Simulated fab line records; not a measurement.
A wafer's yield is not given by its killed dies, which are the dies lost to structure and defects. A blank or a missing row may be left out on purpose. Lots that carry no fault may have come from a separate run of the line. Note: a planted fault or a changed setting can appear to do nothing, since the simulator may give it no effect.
fab line records + flow n5-finfet
record:
- lots: 6
- wafers: 18
- last-day: 16
route steps=1938 shown BEOL_M6@1200 PASSIVATION@1936
lots untouched by any fault: they come from a run of this same line in which no faults occurred
start-h: hours from the record's opening day to when the first of the lot's shown wafers began + wait-h: how many hours have passed since the lot's step before this one + " unchanged from the row above + L1.1+2: a single row standing in for several wafers + - no value present, or no start provided + * or withheld: withheld + < > ~ a bound
route shown NAME@n: names a module that has steps shown in the file, with the first one's number in the route + usual: mean/standard deviation of fault-free wafers + same: alike in all rows + chamber/n: place in a boat + sites: per-site readings + _std_site: their standard deviation + _edge_site: the outer-site mean with the inner-site mean subtracted + radius-mm: for every site, how far away it sits from the centre of the wafer + mask NAME#n: copy n + behind: tool/chamber where the wafer was last shaped + hold: cause of the lot's hold/its duration in hours/its outcome + device: the n, p or np transistor that did not switch + end of line: tests of these same wafers at the route's end + where a step has no rows: the recipe by itself + killed: dies lost to structure and defects at the first sort, not the wafer's yield + map: the dies of a wafer, with x for killed, . for not killed, _ for no die there
set.NAME: setting as actually run; set.NAME@STEP: the setting as run at that earlier step + model.NAME: the simulator's own value behind a step, which no gauge read
lots at some steps of the route; a table a step, a row a wafer
services: when a tool's chamber went out of use (start-h, in hours from the record's first day, below 0 if earlier), for how many hours, and the reason
== steps ==
step: N5_BEOL_M6_COAT_60
recipe:
- resist: SiARC
- temp-c: 220
- time-s: 60
- spin-rpm: 1500
- resist-thk-nm: 35
step: N5_BEOL_M6_COAT_05
recipe:
- resist: CAR-ArF
- spin-rpm: 1500
- resist-thk-nm: 90
step: N5_BEOL_M6_EBR_07
recipe:
- solvent: PGMEA
- ebr-width-mm: 1.5
step: N5_BEOL_M6_SOFTBAKE_06
recipe:
- temp-c: 110
- time-s: 60
- resist: CAR-ArF
step: N5_BEOL_M6_EXPOSE_08
recipe:
- mask-id: M6
- na: 1.35
- source-shape: dipole
- sigma-inner: 0.817
- sigma-outer: 0.97
- polarization: te
- dose-mj: 68.25
step: N5_BEOL_M6_PEB_09
recipe:
- peb-temp-c: withheld
- peb-time-s: 60
- resist: CAR-ArF
step: N5_BEOL_M6_DEVELOP_10
recipe:
- develop-time-s: 30
- developer: TMAH
- resist: CAR-ArF
- rinse-liquid: diw
- dry: air-spin
- dev-temp-c: 23
step: N5_BEOL_M6_CD_MEAS_11
recipe:
- target-cd-nm: 38.5
- landing-energy-ev: 500
- detector: se-inlens
- polarity: opening
usual:
- cd-nm: 38.9/0.45
| lot.wafer | tool      | chamber | start-h | wait-h | cd-nm |
|-----------|-----------|---------|---------|--------|-------|
| L854.1    | cd-sem-01 | 0       | 200.54  | -      | 39.1  |
| L854.3    | "         | 0       | "       | "      | 38.7  |
| L854.5    | "         | 0       | "       | "      | 39.2  |
| L856.1    | cd-sem-02 | 0       | 212.01  | -      | 39.0  |
| L856.4    | "         | 0       | "       | "      | 38.3  |
| L856.5    | "         | 0       | "       | "      | 38.7  |
| L865.1    | cd-sem-01 | 0       | 263.39  | -      | 39.2  |
| L865.4    | "         | 0       | "       | "      | 38.7  |
| L865.5    | "         | 0       | "       | "      | 38.8  |
| L867.2    | cd-sem-03 | 0       | 285.63  | -      | 38.7  |
| L867.3    | "         | 0       | "       | "      | 38.5  |
| L867.6    | "         | 0       | "       | "      | 38.5  |
| L868.3    | cd-sem-03 | 0       | 291.03  | -      | 38.3  |
| L868.5    | "         | 0       | "       | "      | 38.7  |
| L868.6    | "         | 0       | "       | "      | 38.4  |
| L870.1    | cd-sem-01 | 0       | 299.81  | -      | 38.7  |
| L870.2    | "         | 0       | "       | "      | 39.0  |
| L870.3    | "         | 0       | "       | "      | 38.7  |
step: N5_BEOL_M6_OVL_MEAS_12
recipe:
- points-per-wafer: 44
usual:
- M6_OVL: -0.3/0.78
| lot.wafer | tool       | chamber | start-h | wait-h | M6_OVL[nm] |
|-----------|------------|---------|---------|--------|------------|
| L854.1    | overlay-01 | 0       | 200.57  | 0.0    | -0.8       |
| L854.3    | "          | 0       | "       | "      | -1.0       |
| L854.5    | "          | 0       | "       | "      | -0.2       |
| L856.1    | overlay-01 | 0       | 212.04  | 0.0    | -0.7       |
| L856.4    | "          | 0       | "       | "      | -0.4       |
| L856.5    | "          | 0       | "       | "      | -1.1       |
| L865.1    | overlay-01 | 0       | 263.42  | 0.0    | -1.8       |
| L865.4    | "          | 0       | "       | "      | 0.2        |
| L865.5    | "          | 0       | "       | "      | 0.0        |
| L867.2    | overlay-02 | 0       | 285.66  | 0.0    | 0.6        |
| L867.3    | "          | 0       | "       | "      | -1.2       |
| L867.6    | "          | 0       | "       | "      | -1.9       |
| L868.3    | overlay-01 | 0       | 291.06  | 0.0    | 0.8        |
| L868.5    | "          | 0       | "       | "      | 0.4        |
| L868.6    | "          | 0       | "       | "      | -0.3       |
| L870.1    | overlay-01 | 0       | 299.84  | 0.0    | -0.6       |
| L870.2    | "          | 0       | "       | "      | -0.3       |
| L870.3    | "          | 0       | "       | "      | 0.8        |
step: N5_BEOL_M6_INSPECT_13
recipe:
- mode: adi
- inspect-instrument: brightfield
usual:
- raw-defect-count: 430/93
| lot.wafer | tool              | chamber | start-h | wait-h | raw-defect-count |
|-----------|-------------------|---------|---------|--------|------------------|
| L854.1    | defect-inspect-01 | -       | 200.59  | 0.0    | 628              |
| L854.3    | "                 | -       | "       | "      | 492              |
| L854.5    | "                 | -       | "       | "      | 454              |
| L856.1    | defect-inspect-01 | -       | 212.07  | 0.0    | 590              |
| L856.4    | "                 | -       | "       | "      | 334              |
| L856.5    | "                 | -       | "       | "      | 384              |
| L865.1    | defect-inspect-01 | -       | 263.44  | 0.0    | 552              |
| L865.4    | "                 | -       | "       | "      | 443              |
| L865.5    | "                 | -       | "       | "      | 510              |
| L867.2    | defect-inspect-02 | -       | 285.69  | 0.0    | 424              |
| L867.3    | "                 | -       | "       | "      | 385              |
| L867.6    | "                 | -       | "       | "      | 230              |
| L868.3    | defect-inspect-02 | -       | 291.09  | 0.0    | 329              |
| L868.5    | "                 | -       | "       | "      | 425              |
| L868.6    | "                 | -       | "       | "      | 336              |
| L870.1    | defect-inspect-02 | -       | 299.86  | 0.0    | 328              |
| L870.2    | "                 | -       | "       | "      | 280              |
| L870.3    | "                 | -       | "       | "      | 312              |
step: N5_BEOL_M6_DESCUM_16
recipe:
- chemistry: O2
- time-s: 7.9
- source-power-w: 50
- bias-power-w: 20
- pressure-mtorr: 20
- rf-frequency-hz: 2.712e+07
- temp-c: 40
- resist: CAR-ArF
- o2-flow-sccm: 225
usual:
- bias-power-w: 20.01/0.061
- drypump-motor-current-A: 5.9/0.38
- oes-product-au: 0.83/0.092
- rf-vpp-V: 243.3/1.2
- showerhead-plenum-p-Torr: 2.10/0.052
- throttle-valve-pct: 20.5/0.3
| lot.wafer | tool        | chamber | start-h | wait-h | bias-power-w | drypump-motor-current-A | oes-product-au | rf-hours-counter-h | rf-vpp-V | showerhead-plenum-p-Torr | throttle-valve-pct |
|-----------|-------------|---------|---------|--------|--------------|-------------------------|----------------|--------------------|----------|--------------------------|--------------------|
| L854.1    | rie-diel-04 | 3       | 200.66  | 0.1    | 19.99        | 5.2                     | 0.71           | 241                | 241.3    | 2.05                     | 20.8               |
| L854.3    | "           | 1       | "       | "      | 20.11        | 6.6                     | 0.82           | 69                 | 241.7    | 2.03                     | 20.4               |
| L854.5    | "           | 1       | "       | "      | 20.06        | 6.6                     | 0.82           | -                  | 241.9    | 2.03                     | 20.4               |
| L856.1    | rie-diel-01 | 3       | 212.10  | 0.0    | 20.03        | 5.6                     | 0.79           | 138                | 242.9    | 2.11                     | 20.9               |
| L856.4    | "           | 2       | "       | "      | 19.97        | 6.5                     | 0.92           | 14                 | 244.3    | 2.13                     | 20.1               |
| L856.5    | "           | 3       | "       | "      | 20.05        | 5.6                     | 0.79           | -                  | 243.7    | 2.11                     | 20.9               |
| L865.1    | rie-diel-01 | 1       | 263.73  | 0.3    | 20.03        | 5.8                     | 0.89           | 46                 | 245.3    | 2.13                     | 20.4               |
| L865.4    | "           | 3       | "       | "      | 20.04        | 5.6                     | 0.78           | 156                | 243.9    | 2.11                     | 20.9               |
| L865.5    | "           | 3       | "       | "      | 20.07        | 5.6                     | 0.78           | -                  | 242.9    | 2.11                     | 20.9               |
| L867.2    | rie-diel-01 | 0       | 285.90  | 0.2    | 20.18        | 5.9                     | 0.69           | 252                | 240.1    | 1.99                     | 21.0               |
| L867.3    | "           | 1       | "       | "      | 20.06        | 5.8                     | 0.90           | 53                 | 244.4    | 2.13                     | 20.4               |
| L867.6    | "           | 2       | "       | "      | 20.03        | 6.5                     | 0.88           | -                  | 243.3    | 2.12                     | 20.1               |
| L868.3    | rie-diel-04 | 0       | 291.35  | 0.3    | 20.06        | 5.9                     | 0.84           | 64                 | 245.0    | 2.12                     | 20.0               |
| L868.5    | "           | 0       | "       | "      | 19.99        | 5.9                     | 0.85           | -                  | 245.2    | 2.12                     | 20.0               |
| L868.6    | "           | 3       | "       | "      | 19.98        | 5.2                     | 0.91           | -                  | 242.0    | 2.04                     | 20.5               |
| L870.1    | rie-diel-04 | 0       | 299.90  | 0.0    | 20.02        | 5.8                     | 0.83           | 67                 | 243.6    | 2.12                     | 20.0               |
| L870.2    | "           | 2       | "       | "      | 19.99        | 5.4                     | 0.91           | 21                 | 244.3    | 2.16                     | 20.6               |
| L870.3    | "           | 1       | "       | "      | 20.02        | 6.6                     | 0.77           | 109                | 242.8    | 2.02                     | 20.4               |
step: N5_BEOL_M6_ETCH_61
recipe:
- chemistry: CF4
- target: SiARC
- target-depth-a: 455
- mask-material: CAR-ArF
- time-s: 75.8
- ion-energy-ev: 80
- pressure-mtorr: 40
- source-w: 545
- bias-w: 36
- Ar_flow_sccm: 100
- cf4-flow-sccm: 100
- ends: cleared
usual:
- bias-w: 36.00/0.11
- drypump-motor-current-A: 5.9/0.38
- etch-rf-on-time-s: 75.7/1.7
- oes-product-au: 0.70/0.079
- rf-vpp-V: 184.1/1.1
- showerhead-plenum-p-Torr: 2.15/0.054
- throttle-valve-pct: 15.61/0.28
| lot.wafer | tool        | chamber | start-h | wait-h | bias-w | drypump-motor-current-A | etch-rf-on-time-s | oes-product-au | rf-hours-counter-h | rf-vpp-V | showerhead-plenum-p-Torr | throttle-valve-pct |
|-----------|-------------|---------|---------|--------|--------|-------------------------|-------------------|----------------|--------------------|----------|--------------------------|--------------------|
| L854.1    | rie-diel-04 | 3       | 200.69  | 0.0    | 36.19  | 5.2                     | 77.2              | 0.59           | 241                | 184.1    | 2.11                     | 16.07              |
| L854.3    | "           | 1       | "       | "      | 35.77  | 6.6                     | 77.1              | 0.70           | 69                 | 183.5    | 2.08                     | 15.50              |
| L854.5    | "           | 1       | "       | "      | 35.86  | 6.6                     | 77.4              | 0.70           | -                  | 183.1    | 2.08                     | 15.51              |
| L856.1    | rie-diel-01 | 3       | 212.13  | 0.0    | 36.11  | 5.6                     | 72.8              | 0.68           | 138                | 185.2    | 2.16                     | 15.95              |
| L856.4    | "           | 2       | "       | "      | 35.93  | 6.5                     | 75.8              | 0.79           | 14                 | 186.3    | 2.19                     | 15.30              |
| L856.5    | "           | 3       | "       | "      | 36.03  | 5.6                     | 73.2              | 0.68           | -                  | 184.3    | 2.16                     | 15.97              |
| L865.1    | rie-diel-01 | 1       | 263.77  | 0.0    | 35.91  | 5.8                     | 75.1              | 0.76           | 46                 | 184.4    | 2.17                     | 15.45              |
| L865.4    | "           | 3       | "       | "      | 36.09  | 5.6                     | 74.4              | 0.66           | 156                | 184.4    | 2.15                     | 15.99              |
| L865.5    | "           | 3       | "       | "      | 35.91  | 5.6                     | 73.7              | 0.67           | -                  | 185.0    | 2.15                     | 16.00              |
| L867.2    | rie-diel-01 | 0       | 285.93  | 0.0    | 36.05  | 5.9                     | 79.9              | 0.58           | 252                | 183.5    | 2.02                     | 16.07              |
| L867.3    | "           | 1       | "       | "      | 35.90  | 5.8                     | 75.0              | 0.75           | 53                 | 183.9    | 2.17                     | 15.46              |
| L867.6    | "           | 2       | "       | "      | 35.87  | 6.4                     | 75.4              | 0.75           | -                  | 184.0    | 2.18                     | 15.35              |
| L868.3    | rie-diel-04 | 0       | 291.39  | 0.0    | 36.23  | 5.9                     | 73.1              | 0.73           | 64                 | 184.5    | 2.16                     | 15.12              |
| L868.5    | "           | 0       | "       | "      | 35.98  | 5.9                     | 73.8              | 0.73           | -                  | 185.6    | 2.16                     | 15.14              |
| L868.6    | "           | 3       | "       | "      | 35.98  | 5.2                     | 76.0              | 0.78           | -                  | 183.3    | 2.10                     | 15.65              |
| L870.1    | rie-diel-04 | 0       | 299.93  | 0.0    | 36.06  | 5.9                     | 73.6              | 0.73           | 67                 | 184.9    | 2.16                     | 15.10              |
| L870.2    | "           | 2       | "       | "      | 36.00  | 5.4                     | 75.0              | 0.79           | 21                 | 184.7    | 2.20                     | 15.56              |
| L870.3    | "           | 1       | "       | "      | 35.92  | 6.6                     | 77.7              | 0.66           | 109                | 184.2    | 2.06                     | 15.57              |
step: N5_BEOL_M6_ETCH_62
recipe:
- chemistry: N2/H2
- target: SOC
- target-depth-a: 1100
- overetch-a: 220
- mask-material: SiARC
- temp-c: 40
- time-s: 165
- ion-energy-ev: 200
- pressure-mtorr: 30
- source-w: 840
- bias-w: 150
- n2-flow-sccm: 200
- h2-flow-sccm: 200
usual:
- bias-w: 150.0/0.41
- drypump-motor-current-A: 5.9/0.38
- oes-product-au: 0.70/0.075
- rf-vpp-V: 524.0/2.1
- showerhead-plenum-p-Torr: 2.55/0.065
- throttle-valve-pct: 17.9/0.31
| lot.wafer | tool        | chamber | start-h | wait-h | bias-w | drypump-motor-current-A | oes-product-au | rf-hours-counter-h | rf-vpp-V | showerhead-plenum-p-Torr | throttle-valve-pct | model.SiARC_of_BEOL_M6_COAT_60.thk-nm |
|-----------|-------------|---------|---------|--------|--------|-------------------------|----------------|--------------------|----------|--------------------------|--------------------|---------------------------------------|
| L854.1    | rie-diel-04 | 3       | 200.75  | 0.0    | 150.7  | 5.2                     | 0.59           | 241                | 521.9    | 2.51                     | 18.4               | 28.6                                  |
| L854.3    | "           | 1       | "       | "      | 150.5  | 6.6                     | 0.70           | 69                 | 522.5    | 2.47                     | 17.8               | 28.6                                  |
| L854.5    | "           | 1       | "       | "      | 150.8  | 6.6                     | 0.70           | -                  | 522.0    | 2.47                     | 17.8               | 28.6                                  |
| L856.1    | rie-diel-01 | 3       | 212.19  | 0.0    | 150.5  | 5.7                     | 0.66           | 138                | 523.7    | 2.56                     | 18.3               | 28                                    |
| L856.4    | "           | 2       | "       | "      | 149.9  | 6.5                     | 0.79           | 14                 | 525.6    | 2.59                     | 17.4               | 28.2                                  |
| L856.5    | "           | 3       | "       | "      | 150.1  | 5.6                     | 0.66           | -                  | 525.2    | 2.56                     | 18.3               | 28                                    |
| L865.1    | rie-diel-01 | 1       | 263.82  | 0.0    | 137.1  | 5.8                     | 0.75           | 46                 | 496.2    | 2.60                     | 17.8               | 29                                    |
| L865.4    | "           | 3       | "       | "      | 137.1  | 5.6                     | 0.65           | 156                | 494.4    | 2.55                     | 18.3               | 28.8                                  |
| L865.5    | "           | 3       | "       | "      | 136.9  | 5.6                     | 0.64           | -                  | 496.3    | 2.56                     | 18.3               | 28.8                                  |
| L867.2    | rie-diel-01 | 0       | 285.99  | 0.0    | 137.1  | 5.9                     | 0.59           | 252                | 490.4    | 2.39                     | 18.2               | 29.4                                  |
| L867.3    | "           | 1       | "       | "      | 136.7  | 5.8                     | 0.74           | 53                 | 494.5    | 2.60                     | 17.8               | 29                                    |
| L867.6    | "           | 2       | "       | "      | 137.4  | 6.5                     | 0.75           | -                  | 494.6    | 2.58                     | 17.4               | 28.8                                  |
| L868.3    | rie-diel-04 | 0       | 291.44  | 0.0    | 150.3  | 5.9                     | 0.71           | 64                 | 524.5    | 2.58                     | 17.4               | 28                                    |
| L868.5    | "           | 0       | "       | "      | 149.7  | 5.9                     | 0.72           | -                  | 525.5    | 2.58                     | 17.4               | 28                                    |
| L868.6    | "           | 3       | "       | "      | 149.7  | 5.2                     | 0.78           | -                  | 522.6    | 2.50                     | 18.1               | 28.2                                  |
| L870.1    | rie-diel-04 | 0       | 299.99  | 0.0    | 149.8  | 5.9                     | 0.71           | 67                 | 523.7    | 2.58                     | 17.4               | 28                                    |
| L870.2    | "           | 2       | "       | "      | 149.4  | 5.4                     | 0.78           | 21                 | 526.0    | 2.60                     | 17.8               | 28.2                                  |
| L870.3    | "           | 1       | "       | "      | 149.5  | 6.5                     | 0.67           | 109                | 521.4    | 2.45                     | 17.8               | 28.6                                  |
step: N5_BEOL_M6_STRIP_68
recipe:
- chemistry: N2/H2
- temp-c: 40
- n2-flow-sccm: 200
- h2-flow-sccm: 200
- rf-frequency-hz: 6e+07
step: N5_PASSIVATION_PROBE_49
usual:
- defect-limited-yield: 91.1/1.4
- killed_at_M0_to_M3: 33/9.1
- killed_at_M4_up: 14/5.6
- killed-at-contacts: 13/5.7
- killed-at-front-end: 42/12
- killed-at-other: 4/3
- killed-dies: 105/16
- killed-open: 69/11
- killed-short: 34/7.5
- sort_bin_5_function: 5.2/0.91
- sort_bin_6_memory: 3.3/0.64
- sort-n-pass: 1075/16
- sort-yield-pct: 91.1/1.4
same:
- gross-dies: 1180
- killed-at-back-side: 0
- sort_bin_4_leakage[%]: 0
- sort_bin_8_speed[%]: 0
| lot.wafer | tool      | chamber | start-h | wait-h | defect-limited-yield[%] | killed_at_M0_to_M3 | killed_at_M4_up | killed-at-contacts | killed-at-front-end | killed-at-other | killed-dies | killed-open | killed-short | sort_bin_5_function[%] | sort_bin_6_memory[%] | sort-n-pass | sort-yield-pct[%] |
|-----------|-----------|---------|---------|--------|-------------------------|--------------------|-----------------|--------------------|---------------------|-----------------|-------------|-------------|--------------|------------------------|----------------------|-------------|-------------------|
| L854.1    | prober-01 | -       | 283.76  | 0.0    | 91.2                    | 44                 | 2               | 15                 | 43                  | 0               | 104         | 65          | 38           | 5.8                    | 2.8                  | 1076        | 91.2              |
| L854.3    | prober-01 | -       | 283.86  | 0.1    | 90.9                    | 38                 | 6               | 13                 | 44                  | 6               | 107         | 72          | 33           | 5.6                    | 3.1                  | 1073        | 90.9              |
| L854.5    | prober-01 | -       | 283.96  | 0.2    | 90.7                    | 43                 | 17              | 6                  | 42                  | 2               | 110         | 69          | 40           | 5.3                    | 3.7                  | 1070        | 90.7              |
| L856.1    | prober-01 | -       | 300.72  | 0.4    | 90.8                    | 41                 | 9               | 14                 | 38                  | 6               | 108         | 68          | 37           | 5.3                    | 3.6                  | 1072        | 90.8              |
| L856.4    | prober-01 | -       | 300.87  | 0.6    | 89.8                    | 25                 | 14              | 17                 | 57                  | 7               | 120         | 79          | 36           | 5.8                    | 3.6                  | 1060        | 89.8              |
| L856.5    | prober-01 | -       | 300.92  | 0.6    | 91.2                    | 25                 | 8               | 13                 | 57                  | 1               | 104         | 62          | 39           | 5.6                    | 2.9                  | 1076        | 91.2              |
| L867.2    | prober-01 | -       | 368.31  | 0.1    | 93.1                    | 25                 | 12              | 4                  | 33                  | 8               | 82          | 63          | 19           | 3.7                    | 3.1                  | 1098        | 93.1              |
| L868.3    | prober-01 | -       | 378.34  | 0.1    | 90.5                    | 26                 | 24              | 11                 | 45                  | 6               | 112         | 72          | 39           | 5.8                    | 3.3                  | 1068        | 90.5              |
| L868.5    | prober-01 | -       | 378.44  | 0.2    | 88.4                    | 44                 | 15              | 15                 | 56                  | 7               | 137         | 91          | 46           | 7.1                    | 4.2                  | 1043        | 88.4              |
| L868.6    | prober-01 | -       | 378.49  | 0.3    | 89.1                    | 23                 | 22              | 15                 | 60                  | 9               | 129         | 82          | 46           | 6.8                    | 3.7                  | 1051        | 89.1              |
killed by level:class
L854.1 FIN_SAQP:geometric-particle:open=12 BEOL_M2:geometric-particle:open=10 FIN_SAQP:geometric-particle:short=9 MOL_CONTACT_COAG:geometric-particle:open=9 BEOL_M1:geometric-particle:open=7 STI_FIN_REVEAL:geometric-particle:open=6 BEOL_M1:geometric-particle:short=6 BEOL_M0_SAQP:geometric-particle:short=5
L854.3 BEOL_M2:geometric-particle:open=14 MOL_CONTACT_COAG:geometric-particle:open=11 FIN_SAQP:geometric-particle:short=10 FIN_SAQP:geometric-particle:open=9 STI_FIN_REVEAL:geometric-particle:open=9 BEOL_M0_SAQP:geometric-particle:short=7 BEOL_M0_SAQP:geometric-particle:open=7 BEOL_M1:geometric-particle:open=6
L854.5 BEOL_M2:geometric-particle:open=19 BEOL_M0_SAQP:geometric-particle:short=9 FIN_SAQP:geometric-particle:open=7 STI_FIN_REVEAL:geometric-particle:open=7 FIN_SAQP:geometric-particle:short=6 GATE_CUT:geometric-particle:short=6 BEOL_M1:geometric-particle:open=6 BEOL_M4:geometric-particle:open=5
L856.1 MOL_CONTACT_COAG:geometric-particle:open=13 BEOL_M3:geometric-particle:open=12 BEOL_M0_SAQP:geometric-particle:open=10 BEOL_M0_SAQP:geometric-particle:short=9 FIN_SAQP:geometric-particle:short=8 FIN_SAQP:geometric-particle:open=6 BEOL_M5:geometric-particle:open=6 DUMMY_GATE:geometric-particle:open=5
L856.4 FIN_SAQP:geometric-particle:open=19 MOL_CONTACT_COAG:geometric-particle:open=14 STI_FIN_REVEAL:geometric-particle:open=12 FIN_SAQP:geometric-particle:short=9 BEOL_M0_SAQP:geometric-particle:short=5 BEOL_M2:geometric-particle:open=4 PAD_METAL:geometric-particle:short=4 STARTING-WAFER:geometric-particle:short=4
L856.5 FIN_SAQP:geometric-particle:open=16 FIN_SAQP:geometric-particle:short=14 BEOL_M0_SAQP:geometric-particle:short=12 MOL_CONTACT_COAG:geometric-particle:open=12 DUMMY_GATE:geometric-particle:open=7 STARTING-WAFER:geometric-particle:open=5 BEOL_M0_SAQP:geometric-particle:open=4 BEOL_M3:geometric-particle:open=4
L867.2 STI_FIN_REVEAL:geometric-particle:open=13 BEOL_M1:geometric-particle:open=12 BEOL_M5:geometric-particle:open=5 BEOL_M0_SAQP:geometric-particle:open=5 FIN_CUT:geometric-particle:short=3 GATE_CUT:geometric-particle:open=3 MOL_CONTACT_COAG:geometric-particle:open=3 BEOL_M3:geometric-particle:open=3
L868.3 BEOL_M4:geometric-particle:open=13 FIN_SAQP:geometric-particle:short=12 FIN_SAQP:geometric-particle:open=12 MOL_CONTACT_COAG:geometric-particle:open=8 BEOL_M1:geometric-particle:open=5 BEOL_M3:geometric-particle:open=5 DUMMY_GATE:geometric-particle:open=4 ILD0:geometric-particle:short=4
L868.5 STI_FIN_REVEAL:geometric-particle:open=18 FIN_SAQP:geometric-particle:open=12 MOL_CONTACT_COAG:geometric-particle:open=12 BEOL_M4:geometric-particle:open=10 BEOL_M2:geometric-particle:open=9 FIN_SAQP:geometric-particle:short=8 BEOL_M3:geometric-particle:open=8 BEOL_M0_SAQP:geometric-particle:short=8
L868.6 BEOL_M4:geometric-particle:open=14 MOL_CONTACT_COAG:geometric-particle:open=14 FIN_SAQP:geometric-particle:short=12 FIN_SAQP:geometric-particle:open=12 STI_FIN_REVEAL:geometric-particle:open=9 BEOL_M3:geometric-particle:open=8 BEOL_M0_SAQP:geometric-particle:short=7 GATE_CUT:geometric-particle:short=6
== services ==
| tool        | chamber | start-h | hours | kind                          |
|-------------|---------|---------|-------|-------------------------------|
| rie-diel-04 | 2       | 220.67  | -     | clean                         |
| rie-diel-04 | 2       | 220.67  | -     | consumable-replace:focus-ring |
| rie-diel-04 | 2       | 220.67  | 14.0  | scheduled-down                |
| rie-diel-04 | 2       | 220.67  | 14.0  | vent-cycle                    |
| rie-diel-04 | 3       | 234.81  | -     | clean                         |
| rie-diel-04 | 3       | 234.81  | -     | consumable-replace:focus-ring |
| rie-diel-04 | 3       | 234.81  | 14.7  | scheduled-down                |
| rie-diel-04 | 3       | 234.81  | 14.7  | vent-cycle                    |
| rie-diel-04 | 2       | 265.77  | 9.3   | repair                        |
| rie-diel-01 | 0       | 286.63  | -     | clean                         |
| rie-diel-01 | 0       | 286.63  | -     | consumable-replace:focus-ring |
| rie-diel-01 | 0       | 286.63  | -     | consumable-replace:showerhead |
| rie-diel-01 | 0       | 286.63  | 28.2  | scheduled-down                |
| rie-diel-01 | 0       | 286.63  | 28.2  | vent-cycle                    |
== key ==
first-sign:
- step: N5_BEOL_M6_ETCH_62
- reading: bias-w
- direction: down
- sigmas: 32
- usual: *
- struck: *
effect:
- step: N5_BEOL_M6_ETCH_62
- reading: rf-vpp-V
- direction: down
- sigmas: 14
- usual: 524.0
- struck: 494.4
model-effect:
- step: N5_BEOL_M6_ETCH_62
- value: SiARC_of_BEOL_M6_COAT_60.thk-nm
- without: 28.17
- struck: 28.97
met-at N5_BEOL_M6_ETCH_62
struck-wafers L865.1,L865.4,L865.5,L867.2,L867.3,L867.6
onset-between 212.19 263.82
fault:
- kind: process-parameter-drift
- tool: rie-diel-01
- chamber: -
- onset-h: 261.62
- steps: N5_BEOL_M6_ETCH_62
- channel: bias-w
- offset: *
- shape: step
- end-h: 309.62
- acts-in: *
- stated: *
